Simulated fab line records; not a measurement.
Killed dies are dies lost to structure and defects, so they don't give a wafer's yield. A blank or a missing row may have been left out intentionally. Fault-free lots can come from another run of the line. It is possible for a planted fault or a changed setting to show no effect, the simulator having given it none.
Matching of chambers | flow nand-harc | NHARC_P_GATE_DESCUM_48 on rie-diel-13: 4 sister chambers
The step chemistry O2, time 3 s. 4 wafers are shown with their chamber, then 10 later ones without.

## WAFERS, EACH WITH ITS CHAMBER
wafer  | chamber | drypump-motor-current-A (A)
L080.6 | 1       | 5.5
L084.2 | 2       | 6.0
L083.1 | 3       | 6.0
L083.3 | 0       | 5.2

## WAFERS WITHOUT THEIR CHAMBER
wafer  | drypump-motor-current-A (A)
L083.6 | 6.0
L092.4 | 5.2
L092.5 | 5.5
L092.6 | 6.0
L093.1 | 6.0
L093.3 | 6.0
L093.4 | 5.2
L095.1 | 5.4
L095.2 | 6.0
L095.4 | 5.2

## THE CHAMBER EACH PASSED THROUGH
wafer  | from the rows above     | in truth
L083.6 | can't be placed: 2 or 3 | 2
L092.4 | 0                       | 0
L092.5 | 1                       | 1
L092.6 | can't be placed: 2 or 3 | 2
L093.1 | can't be placed: 2 or 3 | 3
L093.3 | can't be placed: 2 or 3 | 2
L093.4 | 0                       | 0
L095.1 | 1                       | 1
L095.2 | can't be placed: 2 or 3 | 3
L095.4 | 0                       | 0
Correct placement for 5 of the 10. From these rows, 5 cannot be placed; in 5 the true chamber is one of the candidates. Placed wrongly: 0.
How it was worked out, from the rows above alone: a wafer's distance from a chamber is the root of the sum, over the readings, of the square of ((its reading less the chamber's mean) divided by the reading's scatter). The wafer belongs to the nearest chamber; if the next one is less than 2 further off, it can't be placed. The mean given for a chamber averages the wafers shown for that chamber. The scatter: with one shown wafer a chamber, the root of the mean of the squares of how far each hidden wafer lies from its nearest shown one.
